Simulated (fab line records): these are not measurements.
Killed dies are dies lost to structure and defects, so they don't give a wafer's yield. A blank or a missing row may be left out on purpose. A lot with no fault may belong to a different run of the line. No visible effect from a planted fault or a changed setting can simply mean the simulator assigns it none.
fab line records	flow nand_harc
record lots=7	wafers=21	last_day=32
route steps=1302 shown P_BONDPAD@368 END@1302
lots untouched by any fault: they come from a run of this same line in which no faults occurred
start_h: hours from the record's opening day to when the first of the lot's shown wafers began	wait_h: how many hours have passed since the lot's step before this one	" the same as in the row above	L1.1+2: a row that stands for several wafers	- no value, or no start given	* or withheld: withheld	< > ~ a bound
route shown NAME@n: a module of which the file shows steps, and the number in the route of the first	usual: mean/standard deviation taken from wafers without a fault	same: alike in all rows	chamber/n: place in a boat	sites: each site's reading	_std_site: the standard deviation of these	_edge_site: the outer-site mean with the inner-site mean subtracted	radius_mm: for every site, how far away it sits from the centre of the wafer	mask NAME#n: copy n	behind: tool/chamber where the wafer was last shaped	hold: why the lot was held/for how many hours/how that ended	device: transistor that didn't switch, given as n, p or np	end of line: at the end of the route, the tests of the same wafers	for a step that has no rows: nothing shown but its recipe	killed: the dies lost at the first sort to structure and to defects; this is not the yield of the wafer	map: a wafer's dies, x killed, . not, _ none there
set.NAME: the setting as run; set.NAME@STEP: as run at that earlier step	model.NAME: the simulator's own value behind a step, which no gauge read
lots at selected steps of the route; one table per step, one row per wafer
services: the hour from which a tool's chamber was out of use, counted from the record's first day as start_h (under 0 if before that day), plus the number of hours and why
## steps
# step NHARC_P_BONDPAD_ETCH_37
# recipe target_depth_a=600	overetch_a=180	time_s=65.91	ion_energy_ev=200	n2_flow_sccm=150	h2_flow_sccm=150	ar_flow_sccm=0	rf_w=400	bias_w=150	chemistry=N2/H2
# step NHARC_P_BONDPAD_ETCH_12
# recipe target_depth_a=2000	time_s=100	chf3_flow_sccm=50	o2_flow_sccm=10	ar_flow_sccm=200	rf_w=500	bias_w=200	chemistry=CHF3/O2
# usual drypump_motor_current_A=5.8/0.36	oes_product_au=0.943/0.026	rf_vpp_V=371.0/2.7	showerhead_plenum_p_Torr=2.43/0.12	throttle_valve_pct=20.572/0.0085
lot.wafer	tool	chamber	start_h	wait_h	drypump_motor_current_A	oes_product_au	rf_hours_counter_h	rf_vpp_V	showerhead_plenum_p_Torr	throttle_valve_pct
L975.1	rie_diel-05	2	-	-	5.8	0.916	7.0	372.5	2.48	20.571
L975.4	"	0	"	"	6.5	0.940	6.2	367.9	2.31	20.569
L975.3	"	1	"	"	5.2	0.928	6.8	372.1	2.52	20.570
L974.3	rie_diel-08	1	-	-	5.3	0.969	7.1	368.0	2.30	20.586
L974.4	"	2	"	"	6.0	0.981	8.1	369.6	2.41	20.562
L974.6	"	3	"	"	5.8	0.974	-	372.8	2.53	20.556
L981.1	rie_diel-08	2	-	-	6.0	0.939	1.5	370.2	2.40	20.577
L981.2	"	3	"	"	5.8	1.002	1.6	371.9	2.53	20.576
L981.6	"	1	"	"	5.3	0.954	-	369.1	2.30	20.575
L987.2	rie_diel-11	3	-	-	6.4	0.925	0.8	373.8	2.57	20.558
L987.6	"	0	"	"	5.4	0.944	-	374.3	2.57	20.560
L987.5	"	2	"	"	5.9	0.932	-	366.8	2.25	20.587
L988.1	rie_diel-08	3	-	-	5.8	0.942	4.1	373.5	2.52	20.584
L988.2	"	0	"	"	5.5	0.936	4.9	370.1	2.40	20.563
L988.4	"	2	"	"	6.0	0.911	3.5	371.0	2.40	20.558
L989.3	rie_diel-11	3	-	-	6.3	0.943	2.2	374.4	2.57	20.583
L989.6	"	0	"	"	5.4	0.956	-	374.4	2.57	20.573
L989.4	"	2	"	"	5.9	0.945	-	368.1	2.25	20.563
L990.3	rie_diel-11	0	-	-	5.4	0.957	2.5	373.7	2.57	20.572
L990.2	"	2	"	"	5.9	0.956	2.3	367.3	2.25	20.577
L990.5	"	0	"	"	5.4	0.976	-	374.8	2.57	20.565
# step NHARC_P_BONDPAD_CD_MEAS_13
# usual cd_nm=499.1/2.9
lot.wafer	tool	chamber	start_h	wait_h	cd_nm
L975.1	cd_sem-03	-	177.27	-	495.7
L975.3	"	-	"	"	501.8
L975.4	"	-	"	"	498.5
L974.3	cd_sem-03	-	177.92	-	496.7
L974.4	"	-	"	"	497.1
L974.6	"	-	"	"	500.1
L981.1	cd_sem-03	-	243.82	-	499.6
L981.2	"	-	"	"	502.8
L981.6	"	-	"	"	496.1
L987.2	cd_sem-01	-	297.88	-	498.1
L987.5	"	-	"	"	494.8
L987.6	"	-	"	"	497.4
L988.1	cd_sem-03	-	307.92	-	495.4
L988.2	"	-	"	"	498.6
L988.4	"	-	"	"	499.3
L989.3	cd_sem-01	-	328.96	-	498.4
L989.4	"	-	"	"	496.4
L989.6	"	-	"	"	494.5
L990.2	cd_sem-01	-	333.29	-	501.5
L990.3	"	-	"	"	496.5
L990.5	"	-	"	"	495.0
# step NHARC_P_BONDPAD_STRIP_15
# recipe o2_flow_sccm=500	ar_flow_sccm=0	bias_w=0	chemistry=O2
# step NHARC_P_BONDPAD_ETCH_24
# recipe target_depth_a=300	over_etch_frac=0.3	time_s=72.99	ion_energy_ev=150	cf4_flow_sccm=50	n2_flow_sccm=100	ar_flow_sccm=150	rf_w=300	bias_w=100	chemistry=CF4/N2
# usual drypump_motor_current_A=5.9/0.42	oes_product_au=0.998/0.014	rf_vpp_V=314.4/2.3	showerhead_plenum_p_Torr=2.64/0.11	throttle_valve_pct=19.792/0.0093
# same over_etch_frac=0.3
lot.wafer	tool	chamber	start_h	wait_h	drypump_motor_current_A	oes_product_au	rf_hours_counter_h	rf_vpp_V	showerhead_plenum_p_Torr	throttle_valve_pct
L975.3	rie_diel-11	0	-	-	5.4	1.002	2.9	316.2	2.81	19.788
L975.1	"	2	"	"	5.9	0.999	2.5	310.4	2.46	19.795
L975.4	"	3	"	"	6.3	1.002	2.8	316.4	2.81	19.787
L974.4	rie_diel-05	0	-	-	6.6	1.014	6.2	311.9	2.52	19.786
L974.3	"	1	"	"	5.2	1.013	6.9	316.0	2.75	19.788
L974.6	"	3	"	"	6.4	1.022	-	312.2	2.55	19.792
L981.1	rie_diel-05	1	-	-	5.2	0.988	0.2	315.4	2.75	19.792
L981.2	"	0	"	"	6.6	0.990	0.2	311.0	2.52	19.797
L981.6	"	2	"	"	5.7	0.988	-	315.8	2.71	19.801
L987.2	rie_diel-05	2	-	-	5.8	0.983	3.0	316.6	2.71	19.795
L987.6	"	1	"	"	5.2	0.978	-	316.5	2.75	19.801
L987.5	"	2	"	"	5.8	0.975	-	315.5	2.71	19.779
L988.2	rie_diel-11	2	308.18	0.1	5.9	0.988	1.1	312.2	2.46	19.784
L988.1	"	3	"	"	6.3	0.999	1.1	319.0	2.81	19.792
L988.4	"	2	"	"	5.9	0.987	-	310.9	2.46	19.795
L989.4	rie_diel-05	2	-	-	5.8	0.985	3.9	315.5	2.71	19.811
L989.3	"	3	"	"	6.4	1.000	4.2	312.4	2.54	19.778
L989.6	"	3	"	"	6.4	1.003	-	312.8	2.55	19.780
L990.2	rie_diel-08	1	-	-	5.3	0.990	5.1	311.1	2.52	19.795
L990.3	"	2	"	"	6.0	0.974	4.3	314.0	2.63	19.790
L990.5	"	1	"	"	5.3	1.003	-	312.6	2.52	19.789
# step NHARC_P_BONDPAD_STRIP_16
# recipe time_s=600	temp_c=30	chemistry=post_etch_residue_remover
# step NHARC_P_BONDPAD_DEGAS_25
# recipe temp_c=300	time_s=60
# usual heater_power_w=452/38	susceptor_temp_C=300.00/0.18
lot.wafer	tool	chamber	start_h	wait_h	heater_power_w	susceptor_temp_C
L975.4	pvd_sputter-02	-	177.89	-	500	-
L975.3	"	-	"	"	430	-
L975.1	"	-	"	"	461	-
L974.3	pvd_sputter-02	-	178.54	-	480	299.89
L974.4	"	-	"	"	461	299.99
L974.6	"	-	"	"	459	300.24
L981.2	pvd_sputter-02	-	244.44	-	422	299.99
L981.1	"	-	"	"	516	299.85
L981.6	"	-	"	"	426	299.94
L987.2	pvd_sputter-01	-	298.51	-	440	299.66
L987.5	"	-	"	"	421	299.73
L987.6	"	-	"	"	443	299.68
L988.4	pvd_sputter-01	-	308.59	-	533	300.22
L988.2	"	-	"	"	425	299.85
L988.1	"	-	"	"	428	300.24
L989.4	pvd_sputter-03	-	329.59	-	499	299.96
L989.3	"	-	"	"	415	300.11
L989.6	"	-	"	"	421	299.85
L990.2	pvd_sputter-03	-	333.91	-	439	-
L990.3	"	-	"	"	513	-
L990.5	"	-	"	"	426	-
# step NHARC_P_BONDPAD_PRE_CLEAN_26
# recipe time_s=30	temp_c=280	gas=H2/He
# step NHARC_P_BONDPAD_PVD_17
# recipe target_thk_a=50	bias_v=168.6	power_w=15000	chamber_pressure_pa=0.12	time_s=8.06	substrate_temp_c=50	material=TaN
# step NHARC_P_BONDPAD_PVD_27
# recipe target_thk_a=300	chamber_pressure_pa=5	power_w=5000	substrate_temp_c=30	time_s=20.49	material=Cu
# step NHARC_P_BONDPAD_ECD_18
# recipe target_thk_a=4000	bath_temp_c=25	material=Cu
# step NHARC_P_BONDPAD_ANNEAL_28
# recipe temp_c=225	time_s=90
# usual wafer_temp_C_max=226.2/0.3
lot.wafer	tool	chamber	start_h	wait_h	wafer_temp_C_max
L975.1	rtp_anneal-02	0	178.63	-	226.4
L975.3	"	0	"	"	226.2
L975.4	"	0	"	"	226.6
L974.3	rtp_anneal-02	0	179.39	-	226.6
L974.4	"	0	"	"	226.5
L974.6	"	0	"	"	226.3
L981.1	rtp_anneal-01	0	245.17	-	226.0
L981.2	"	0	"	"	226.3
L981.6	"	0	"	"	225.9
L987.2	rtp_anneal-01	0	299.30	0.4	226.0
L987.5	"	0	"	"	227.3
L987.6	"	0	"	"	225.9
L988.1	rtp_anneal-02	0	309.33	0.3	226.0
L988.2	"	0	"	"	226.3
L988.4	"	0	"	"	226.6
L989.3	rtp_anneal-01	0	330.42	-	226.0
L989.4	"	0	"	"	226.0
L989.6	"	0	"	"	225.8
L990.2	rtp_anneal-01	0	334.69	-	225.9
L990.3	"	0	"	"	226.3
L990.5	"	0	"	"	226.0
# step NHARC_P_BONDPAD_CMP_19
# recipe t_overpolish_s=30	cu_recess_touch_s=16	target_thk_nm=160.81
# usual cu_recess_touch_s=16/0	edge_zone_pressure_frac=1.000/0.0044	motor_current_A=11.7/0.55	overpolish_run_s=29.999/0.0091
lot.wafer	tool	chamber	start_h	wait_h	cu_recess_touch_s	edge_zone_pressure_frac	motor_current_A	overpolish_run_s
L975.3	cmp-02	3	179.00	-	16	0.996	12.5	30.000
L975.1	"	0	"	"	16	0.993	12.2	30.002
L975.4	"	1	"	"	16	1.003	13.2	29.993
L974.4	cmp-02	1	179.66	-	16	1.004	12.9	29.999
L974.3	"	3	"	"	16	0.999	12.3	30.002
L974.6	"	1	"	"	16	1.002	12.4	29.991
L981.1	cmp-03	0	245.55	-	16	0.999	12.0	30.003
L981.2	"	1	"	"	16	1.011	11.4	30.001
L981.6	"	0	"	"	16	0.999	11.9	29.992
L987.2	cmp-02	2	299.68	-	-	-	-	-
L987.5	"	3	"	"	-	-	-	-
L987.6	"	0	"	"	-	-	-	-
L988.4	cmp-01	0	309.67	-	-	-	-	-
L988.1	"	2	"	"	-	-	-	-
L988.2	"	3	"	"	-	-	-	-
L989.4	cmp-01	3	330.66	-	-	-	-	-
L989.3	"	2	"	"	-	-	-	-
L989.6	"	3	"	"	-	-	-	-
L990.2	cmp-03	3	334.99	-	16	0.993	11.3	30.000
L990.3	"	0	"	"	16	0.997	12.2	29.992
L990.5	"	0	"	"	16	0.998	11.8	30.009
# step NHARC_P_BONDPAD_THK_MEAS_20
# recipe thk_meas_gauge=xrf
# usual thk_nm=160.7/1.7
lot.wafer	tool	chamber	start_h	wait_h	thk_nm
L975.1	film_metro-01	-	179.29	-	162.8
L975.3	"	-	"	"	161.0
L975.4	"	-	"	"	161.0
L974.3	film_metro-01	-	179.95	-	163.1
L974.4	"	-	"	"	162.3
L974.6	"	-	"	"	161.0
L981.1	film_metro-02	-	245.84	-	162.0
L981.2	"	-	"	"	158.8
L981.6	"	-	"	"	161.5
L987.2	film_metro-02	-	299.92	0.2	395.3
L987.5	"	-	"	"	402.7
L987.6	"	-	"	"	397.1
L988.1	film_metro-01	-	309.99	0.2	403.9
L988.2	"	-	"	"	396.7
L988.4	"	-	"	"	398.6
L989.3	film_metro-01	-	330.98	0.2	404.8
L989.4	"	-	"	"	396.7
L989.6	"	-	"	"	398.8
L990.2	film_metro-02	-	335.31	-	160.8
L990.3	"	-	"	"	161.2
L990.5	"	-	"	"	160.5
# step NHARC_P_BONDPAD_SRD_21
# recipe time_s=30	temp_c=23	dry_time_s=20	spin_rpm=1500
# step NHARC_P_BONDPAD_INSPECT_23
# usual raw_defect_count=329/110
lot.wafer	tool	chamber	start_h	wait_h	raw_defect_count
L975.1	defect_inspect-01	-	179.50	0.0	447
L975.3	"	-	"	"	281
L975.4	"	-	"	"	385
L974.3	defect_inspect-02	-	180.15	0.0	242
L974.4	"	-	"	"	240
L974.6	"	-	"	"	262
L981.1	defect_inspect-01	-	246.05	0.0	277
L981.2	"	-	"	"	346
L981.6	"	-	"	"	303
L987.2	defect_inspect-01	-	300.12	0.0	5981
L987.5	"	-	"	"	6071
L987.6	"	-	"	"	5927
L988.1	defect_inspect-02	-	310.22	0.0	6098
L988.2	"	-	"	"	6052
L988.4	"	-	"	"	5980
L989.3	defect_inspect-02	-	331.21	0.0	6098
L989.4	"	-	"	"	6118
L989.6	"	-	"	"	6052
L990.2	defect_inspect-01	-	335.53	0.0	371
L990.3	"	-	"	"	258
L990.5	"	-	"	"	413
# step NHARC_P_BONDPAD_ACTIVATE_29
# recipe time_s=60	n2_flow_sccm=200	ar_flow_sccm=0	bias_power_w=0	chemistry=N2
# usual drypump_motor_current_A=5.8/0.39	oes_product_au=0.997/0.016	rf_vpp_V=64.2/1	showerhead_plenum_p_Torr=1.78/0.089
# same bias_power_w=0
lot.wafer	tool	chamber	start_h	wait_h	drypump_motor_current_A	oes_product_au	rf_hours_counter_h	rf_vpp_V	showerhead_plenum_p_Torr
L975.3	rie_diel-11	0	179.57	0.1	5.4	0.994	2.9	65.2	1.90
L975.1	"	1	"	"	6.0	0.984	2.6	63.7	1.76
L975.4	"	2	"	"	5.9	0.985	2.5	63.1	1.65
L974.4	rie_diel-05	0	180.21	0.1	6.5	1.012	6.3	63.8	1.69
L974.3	"	3	"	"	6.4	1.016	6.5	64.0	1.71
L974.6	"	1	"	"	5.2	0.997	-	64.6	1.86
L981.2	rie_diel-11	1	246.11	0.1	6.0	1.001	4.3	65.4	1.75
L981.1	"	2	"	"	5.9	1.007	4.1	62.1	1.65
L981.6	"	1	"	"	6.0	1.016	-	64.2	1.75
L987.2	rie_diel-11	0	300.18	0.1	5.4	1.008	1.0	64.6	1.90
L987.5	"	0	"	"	5.4	1.010	-	63.8	1.90
L987.6	"	2	"	"	5.9	0.984	-	63.8	1.65
L988.4	rie_diel-05	3	310.28	0.1	6.4	1.000	3.3	63.0	1.71
L988.1	"	1	"	"	5.2	0.986	3.0	64.8	1.86
L988.2	"	2	"	"	5.7	0.976	3.2	63.1	1.82
L989.4	rie_diel-08	0	331.28	0.1	5.5	1.010	5.4	63.8	1.76
L989.3	"	1	"	"	5.3	0.998	5.0	63.1	1.69
L989.6	"	0	"	"	5.5	1.008	-	64.9	1.76
L990.2	rie_diel-05	1	335.61	0.1	5.2	0.957	4.8	63.3	1.86
L990.3	"	3	"	"	6.4	0.995	5.2	61.5	1.71
L990.5	"	0	"	"	6.5	0.994	-	64.7	1.69
# step NHARC_END_SORT_01
# recipe temp_c=25
# usual defect_limited_yield=92.3/2.7	killed_at_array=47/18	killed_at_other=0.9/1.1	killed_at_periphery=4/3.1	killed_dies=52/18	killed_open=3.1/1.5	killed_short=2.4/1.5	sort_bin_2_pct=2.7/1.2	sort_bin_3_pct=0.6/0.38	sort_bin_4_pct=4.5/1.5	sort_n_pass=625/18	sort_rim_yield_pct=89/4.5	sort_yield_pct=92.3/2.7
# same gross_dies=677	sort_bin_5_pct[%]=0	sort_bin_6_pct[%]=0	sort_bin_7_pct[%]=0	sort_bin_8_pct[%]=0	sort_rim_n_gross=106.00
lot.wafer	tool	chamber	start_h	wait_h	defect_limited_yield[%]	killed_at_array	killed_at_other	killed_at_periphery	killed_dies	killed_open	killed_short	sort_bin_2_pct[%]	sort_bin_3_pct[%]	sort_bin_4_pct[%]	sort_n_pass	sort_rim_yield_pct[%]	sort_yield_pct[%]
L974.3	prober-01	0	620.83	3.1	86.0	92	0	3	95	3	6	5.0	1.8	7.2	582	85	86.0
L974.4	prober-01	0	621.63	3.4	87.6	76	1	7	84	5	1	4.0	0.4	8.0	593	85	87.6
L974.6	prober-01	0	623.22	4.0	87.6	79	1	4	84	2	7	5.3	0.9	6.2	593	85	87.6
L981.1	prober-01	0	663.13	2.5	91.9	49	2	4	55	2	5	3.0	0.4	4.7	622	88	91.9
L981.2	prober-01	0	663.94	2.8	91.7	46	0	10	56	3	1	3.0	0.6	4.7	621	84	91.7
L981.6	prober-01	0	667.17	4.0	91.6	46	4	7	57	4	4	2.4	1.2	4.9	620	87	91.6
L987.2	prober-01	0	714.86	2.8	0	47	1	629	677	2	2	2.4	92.8	4.9	0	0	0
L987.5	prober-01	0	717.30	3.8	0	45	5	627	677	3	3	3.2	92.5	4.3	0	0	0
L987.6	prober-01	0	718.12	4.1	0	39	2	636	677	2	3	1.5	94.2	4.3	0	0	0
L988.1	prober-02	0	719.40	2.5	0	53	0	624	677	2	1	3.8	92.2	4.0	0	0	0
L988.2	prober-02	0	720.21	2.8	0	75	0	602	677	1	5	4.0	90.0	6.1	0	0	0
L988.4	prober-02	0	721.81	3.4	0	69	0	608	677	1	2	4.4	90.5	5.0	0	0	0
L989.3	prober-01	0	765.47	3.1	0	57	0	620	677	2	3	3.8	92.0	4.1	0	0	0
L989.4	prober-01	0	766.28	3.4	0	45	1	631	677	1	4	2.1	93.2	4.7	0	0	0
L989.6	prober-01	0	767.88	4.0	0	57	1	619	677	3	1	4.1	91.9	4.0	0	0	0
# killed by level:class
L974.3 A_CHANNEL_HOLE_D1:chamber_film_flake=32 A_SLIT:chamber_film_flake=23 A_CHANNEL_HOLE_D2:chamber_film_flake=17 A_CONTACT:chamber_film_flake=8 A_CHANNEL_FILL_D1:geometric_particle:short=3 P_GATE:chamber_film_flake=2 A_WL_FILL:chamber_film_flake=2 A_CHANNEL_HOLE_D1:geometric_particle:short=1
L974.4 A_CHANNEL_HOLE_D2:chamber_film_flake=38 A_SLIT:chamber_film_flake=21 A_CHANNEL_HOLE_D1:chamber_film_flake=10 A_CONTACT:chamber_film_flake=4 P_GATE:chamber_film_flake=2 P_GATE:geometric_particle:open=1 P_M2:geometric_particle:open=1 A_WL_FILL:geometric_particle:short=1
L974.6 A_CHANNEL_HOLE_D1:chamber_film_flake=33 A_SLIT:chamber_film_flake=21 A_CHANNEL_HOLE_D2:chamber_film_flake=15 A_DECK1_JOINT:geometric_particle:short=2 A_CHANNEL_FILL_D2:geometric_particle:short=2 P_GATE:chamber_film_flake=2 A_CONTACT:chamber_film_flake=2 P_CONTACT:geometric_particle:open=1
L981.1 A_SLIT:chamber_film_flake=22 A_CHANNEL_HOLE_D1:chamber_film_flake=8 A_STAIRCASE:chamber_film_flake=4 A_ONON_D1:geometric_particle:short=3 P_ZERO_WELL:chamber_film_flake=3 A_ZERO_WELL:chamber_film_flake=2 A_DECK1_JOINT:chamber_film_flake=2 THIN_TSV:chamber_film_flake=2
L981.2 A_SLIT:chamber_film_flake=25 A_STAIRCASE:chamber_film_flake=7 A_CHANNEL_HOLE_D1:chamber_film_flake=6 P_GATE:chamber_film_flake=3 P_M0:chamber_film_flake=3 A_CONTACT:chamber_film_flake=3 P_ZERO_WELL:chamber_film_flake=2 P_M0:geometric_particle:open=1
L981.6 A_SLIT:chamber_film_flake=23 A_STAIRCASE:chamber_film_flake=6 A_CHANNEL_HOLE_D1:chamber_film_flake=4 A_CONTACT:chamber_film_flake=4 A_ONON_D1:geometric_particle:short=2 A_ONON_D1:geometric_particle:open=2 P_STI:chamber_film_flake=2 P_GATE:chamber_film_flake=2
L987.2 P_BONDPAD:area_cmp=626 A_CHANNEL_HOLE_D2:chamber_film_flake=17 A_SLIT:chamber_film_flake=9 A_CHANNEL_HOLE_D1:chamber_film_flake=9 A_CHANNEL_FILL_D2:chamber_film_flake=3 A_CONTACT:chamber_film_flake=2 P_M1:geometric_particle:short=1 A_CHANNEL_HOLE_D2:geometric_particle:open=1
L987.5 P_BONDPAD:area_cmp=624 A_CHANNEL_HOLE_D2:chamber_film_flake=17 A_CHANNEL_HOLE_D1:chamber_film_flake=11 A_SLIT:chamber_film_flake=4 THIN_TSV:chamber_film_flake=4 P_GATE:chamber_film_flake=3 A_STAIRCASE:chamber_film_flake=3 A_CHANNEL_FILL_D2:chamber_film_flake=2
L987.6 P_BONDPAD:area_cmp=635 A_CHANNEL_HOLE_D2:chamber_film_flake=15 A_CHANNEL_HOLE_D1:chamber_film_flake=11 A_STAIRCASE:chamber_film_flake=4 A_CONTACT:chamber_film_flake=3 THIN_TSV:chamber_film_flake=2 P_STI:geometric_particle:open=1 A_CHANNEL_FILL_D1:geometric_particle:short=1
L988.1 P_BONDPAD:area_cmp=622 A_SLIT:chamber_film_flake=24 A_CHANNEL_HOLE_D1:chamber_film_flake=14 A_CONTACT:chamber_film_flake=5 A_DECK1_JOINT:chamber_film_flake=3 A_STAIRCASE:chamber_film_flake=3 P_M0:geometric_particle:open=1 A_CHANNEL_HOLE_D1:geometric_particle:open=1
L988.2 P_BONDPAD:area_cmp=602 A_CHANNEL_HOLE_D1:chamber_film_flake=36 A_SLIT:chamber_film_flake=22 A_CONTACT:chamber_film_flake=6 A_STAIRCASE:chamber_film_flake=2 A_WL_FILL:chamber_film_flake=2 A_ONON_D1:geometric_particle:short=1 A_CHANNEL_FILL_D1:geometric_particle:short=1
L988.4 P_BONDPAD:area_cmp=608 A_CHANNEL_HOLE_D1:chamber_film_flake=34 A_SLIT:chamber_film_flake=27 A_CONTACT:chamber_film_flake=2 A_ONON_D2:geometric_particle:open=1 A_CHANNEL_FILL_D2:geometric_particle:short=1 A_WL_FILL:geometric_particle:short=1 A_CHANNEL_FILL_D2:chamber_film_flake=1
L989.3 P_BONDPAD:area_cmp=617 A_SLIT:chamber_film_flake=17 A_CHANNEL_HOLE_D2:chamber_film_flake=12 A_CONTACT:chamber_film_flake=9 A_CHANNEL_HOLE_D1:chamber_film_flake=5 A_STAIRCASE:chamber_film_flake=5 A_CHANNEL_FILL_D1:chamber_film_flake=4 A_WL_FILL:geometric_particle:open=2
L989.4 P_BONDPAD:area_cmp=627 A_CHANNEL_HOLE_D2:chamber_film_flake=12 A_SLIT:chamber_film_flake=9 A_CHANNEL_HOLE_D1:chamber_film_flake=8 A_CONTACT:chamber_film_flake=8 P_GATE:chamber_film_flake=2 A_STAIRCASE:chamber_film_flake=2 P_STI:geometric_particle:open=1
L989.6 P_BONDPAD:area_cmp=614 A_SLIT:chamber_film_flake=21 A_CHANNEL_HOLE_D2:chamber_film_flake=11 A_CHANNEL_HOLE_D1:chamber_film_flake=10 A_CONTACT:chamber_film_flake=6 A_STAIRCASE:chamber_film_flake=4 P_M0:geometric_particle:open=2 P_STI:chamber_film_flake=2
# map L987.2 (x killed, . not)
____________x____________
_________xxxxxxx_________
_______xxxxxxxxxxx_______
______xxxxxxxxxxxxx______
_____xxxxxxxxxxxxxxx_____
____xxxxxxxxxxxxxxxxx____
____xxxxxxxxxxxxxxxxx____
___xxxxxxxxxxxxxxxxxxx___
___xxxxxxxxxxxxxxxxxxx___
__xxxxxxxxxxxxxxxxxxxxx__
__xxxxxxxxxxxxxxxxxxxxx__
_xxxxxxxxxxxxxxxxxxxxxxx_
_xxxxxxxxxxxxxxxxxxxxxxx_
_xxxxxxxxxxxxxxxxxxxxxxx_
_xxxxxxxxxxxxxxxxxxxxxxx_
_xxxxxxxxxxxxxxxxxxxxxxx_
xxxxxxxxxxxxxxxxxxxxxxxxx
xxxxxxxxxxxxxxxxxxxxxxxxx
xxxxxxxxxxxxxxxxxxxxxxxxx
xxxxxxxxxxxxxxxxxxxxxxxxx
xxxxxxxxxxxxxxxxxxxxxxxxx
_xxxxxxxxxxxxxxxxxxxxxxx_
_xxxxxxxxxxxxxxxxxxxxxxx_
_xxxxxxxxxxxxxxxxxxxxxxx_
_xxxxxxxxxxxxxxxxxxxxxxx_
_xxxxxxxxxxxxxxxxxxxxxxx_
__xxxxxxxxxxxxxxxxxxxxx__
__xxxxxxxxxxxxxxxxxxxxx__
___xxxxxxxxxxxxxxxxxxx___
___xxxxxxxxxxxxxxxxxxx___
____xxxxxxxxxxxxxxxxx____
____xxxxxxxxxxxxxxxxx____
_____xxxxxxxxxxxxxxx_____
______xxxxxxxxxxxxx______
_______xxxxxxxxxxx_______
_________xxxxxxx_________
____________x____________
# map L988.1 (x killed, . not)
____________x____________
_________xxxxxxx_________
_______xxxxxxxxxxx_______
______xxxxxxxxxxxxx______
_____xxxxxxxxxxxxxxx_____
____xxxxxxxxxxxxxxxxx____
____xxxxxxxxxxxxxxxxx____
___xxxxxxxxxxxxxxxxxxx___
___xxxxxxxxxxxxxxxxxxx___
__xxxxxxxxxxxxxxxxxxxxx__
__xxxxxxxxxxxxxxxxxxxxx__
_xxxxxxxxxxxxxxxxxxxxxxx_
_xxxxxxxxxxxxxxxxxxxxxxx_
_xxxxxxxxxxxxxxxxxxxxxxx_
_xxxxxxxxxxxxxxxxxxxxxxx_
_xxxxxxxxxxxxxxxxxxxxxxx_
xxxxxxxxxxxxxxxxxxxxxxxxx
xxxxxxxxxxxxxxxxxxxxxxxxx
xxxxxxxxxxxxxxxxxxxxxxxxx
xxxxxxxxxxxxxxxxxxxxxxxxx
xxxxxxxxxxxxxxxxxxxxxxxxx
_xxxxxxxxxxxxxxxxxxxxxxx_
_xxxxxxxxxxxxxxxxxxxxxxx_
_xxxxxxxxxxxxxxxxxxxxxxx_
_xxxxxxxxxxxxxxxxxxxxxxx_
_xxxxxxxxxxxxxxxxxxxxxxx_
__xxxxxxxxxxxxxxxxxxxxx__
__xxxxxxxxxxxxxxxxxxxxx__
___xxxxxxxxxxxxxxxxxxx___
___xxxxxxxxxxxxxxxxxxx___
____xxxxxxxxxxxxxxxxx____
____xxxxxxxxxxxxxxxxx____
_____xxxxxxxxxxxxxxx_____
______xxxxxxxxxxxxx______
_______xxxxxxxxxxx_______
_________xxxxxxx_________
____________x____________
## services
tool	chamber	start_h	hours	kind
rie_diel-11	3	154.31	3.9	repair
pvd_sputter-02	-	157.18	0.9	repair
rie_diel-05	-	161.51	0.4	repair
cmp-03	-	162.00	4.0	pm
pvd_sputter-03	-	170.08	10.0	pm
rie_diel-11	-	184.03	0.4	repair
rie_diel-08	-	190.80	9.0	pm
rie_diel-11	1	195.19	2.9	repair
rie_diel-11	3	216.18	19.4	repair
rie_diel-05	-	229.60	9.0	pm
cmp-02	-	234.05	4.0	pm
pvd_sputter-02	-	239.30	0.6	repair
rie_diel-11	3	246.59	3.3	repair
rie_diel-11	0	250.05	1.8	repair
rie_diel-11	2	250.64	8.3	repair
rie_diel-11	-	255.50	9.0	pm
cmp-02	-	262.00	1.5	repair
rie_diel-11	-	275.27	0.2	repair
rie_diel-11	1	275.62	3.1	repair
pvd_sputter-02	-	282.00	10.0	pm
cmp-02	-	287.80	0.8	repair
rie_diel-11	1	296.34	50.4	repair
rie_diel-11	2	324.99	2.7	repair
cmp-02	-	332.05	4.0	pm
## key
first_sign step=NHARC_P_BONDPAD_CMP_19	reading=tool_record	direction=missing
effect step=NHARC_P_BONDPAD_THK_MEAS_20	reading=thk_nm	direction=up	sigmas=99+	usual=160.7	struck=399.4
effect step=NHARC_P_BONDPAD_INSPECT_23	reading=raw_defect_count	direction=up	sigmas=54	usual=329	struck=6042
effect step=NHARC_END_SORT_01	reading=sort_bin_3_pct	direction=up	sigmas=99+	usual=0.6	struck=92.1
more_kills_born_at NHARC_P_BONDPAD_CMP_19@cmp-01=3690	NHARC_P_BONDPAD_CMP_19@cmp-02=1885
met_at NHARC_P_BONDPAD_CMP_19
struck_wafers L987.2,L987.5,L987.6,L988.1,L988.2,L988.4,L989.3,L989.4,L989.6
later_rows_left_out L987.2,L987.5,L987.6,L988.1,L988.2,L988.4,L989.3,L989.4,L989.6
onset_between 179.66 299.68
fault kind=skipped_step_whole	tool=cmp-01,cmp-02	chamber=-	onset_h=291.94	steps=NHARC_P_BONDPAD_CMP_19	scope=struck_lots_only
# later_rows_left_out: the simulator's readings of these wafers behind a module that went badly wrong aren't trusted and aren't shown, but for the sort
